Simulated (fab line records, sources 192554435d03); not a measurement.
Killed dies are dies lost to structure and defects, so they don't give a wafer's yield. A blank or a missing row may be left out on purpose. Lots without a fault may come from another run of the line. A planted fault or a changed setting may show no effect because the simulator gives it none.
Which tool did it? | flow n5_finfet | 7 lots, 21 wafers sampled, at 4 steps of a route of 1938

WHAT THE GAUGES READ, wafer by wafer
N5_DUMMY_GATE_INSPECT_27: inspects for defects (brightfield).
lot  | measured    | on                | raw_defect_count
L922 | day 3 18:26 | defect_inspect-02 | 236 336 270
L931 | day 5 23:15 | defect_inspect-01 | 1088 1194 1067
L932 | day 6 06:41 | defect_inspect-02 | 993 942 967
L934 | day 6 17:37 | defect_inspect-01 | 391 295 287
L936 | day 7 12:13 | defect_inspect-01 | 294 395 268
L940 | day 8 07:13 | defect_inspect-01 | 284 308 447
L941 | day 8 15:11 | defect_inspect-01 | 297 330 222

WHICH TOOL RAN EACH LOT (tool, then ch and the chambers of the sampled wafers, then the start)
lot  | N5_DUMMY_GATE_ETCH_37             | N5_DUMMY_GATE_TRIM_49           | N5_DUMMY_GATE_ETCH_31
L922 | rie_diel-02 ch 2,3, day 3 17:25   | rie_si-04 ch 0,3, day 3 17:30   | rie_diel-06 ch 0,2,3, day 3 17:42
L931 | rie_diel-02 ch 0,1, day 5 22:14   | rie_si-04 ch 0,1,2, day 5 22:19 | rie_diel-02 ch 0,3, day 5 22:31
L932 | rie_diel-05 ch 1,2,3, day 6 05:35 | rie_si-04 ch 0,2,3, day 6 05:40 | rie_diel-05 ch 0,1,3, day 6 05:53
L934 | rie_diel-05 ch 1,2,3, day 6 16:28 | rie_si-01 ch 0,1,2, day 6 16:32 | rie_diel-02 ch 1,3, day 6 16:51
L936 | rie_diel-02 ch 0,2, day 7 11:06   | rie_si-05 ch 0,1,3, day 7 11:11 | rie_diel-05 ch 0,1,3, day 7 11:29
L940 | rie_diel-06 ch 0,1, day 8 06:02   | rie_si-05 ch 0,1,2, day 8 06:07 | rie_diel-05 ch 1,2,3, day 8 06:20
L941 | rie_diel-02 ch 1,3, day 8 14:09   | rie_si-05 ch 0,1, day 8 14:14   | rie_diel-06 ch 0,1,2, day 8 14:26
- N5_DUMMY_GATE_ETCH_37: etches SOC in N2/H2, target depth 60 nm, overetch 30 nm.
- N5_DUMMY_GATE_TRIM_49: chemistry O2, time 29 s, target cd 14 nm.
- N5_DUMMY_GATE_ETCH_31: etches SiO2 in C4F6/O2, target depth 82.5 nm, time 27.5 s.

THE ANSWER, worked out from the rows above alone
Rule: what is usual is taken from the lots themselves. Put in order of their means at a reading, lots are off if they are a third of the lots or fewer, leave a main group of 4 or more, and stand apart from it by a gap of 3 or more times the standard deviation of the main group's means; of several such gaps the widest counts. A main group whose means are all the same, to the digits that the tables above print for the reading, isn't used. A lot without any number at a reading at which 4 lots or more have one is off too. The other lots that the step has rows for count as sound.
Off: L931, L932, at N5_DUMMY_GATE_INSPECT_27 (raw_defect_count). The main group: mean 311, standard deviation 25.
A tool fits if, at a process step before that reading, it ran every lot that is off, and no sound lot after the first of them. The gauges at N5_DUMMY_GATE_INSPECT_27 are tried like those tools. One fits: rie_si-04 at N5_DUMMY_GATE_TRIM_49. Its last sound lot is L922 (day 3 17:30), its first lot that is off L931 (day 5 22:19): a fault that began between those two fits.

WHAT THE SIMULATOR HAD PUT IN
Chamber particle source: rie_si-04, from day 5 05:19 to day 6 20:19, at N5_DUMMY_GATE_TRIM_49. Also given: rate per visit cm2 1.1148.
Lots struck among those shown: L931, L932. The rule above found the same.
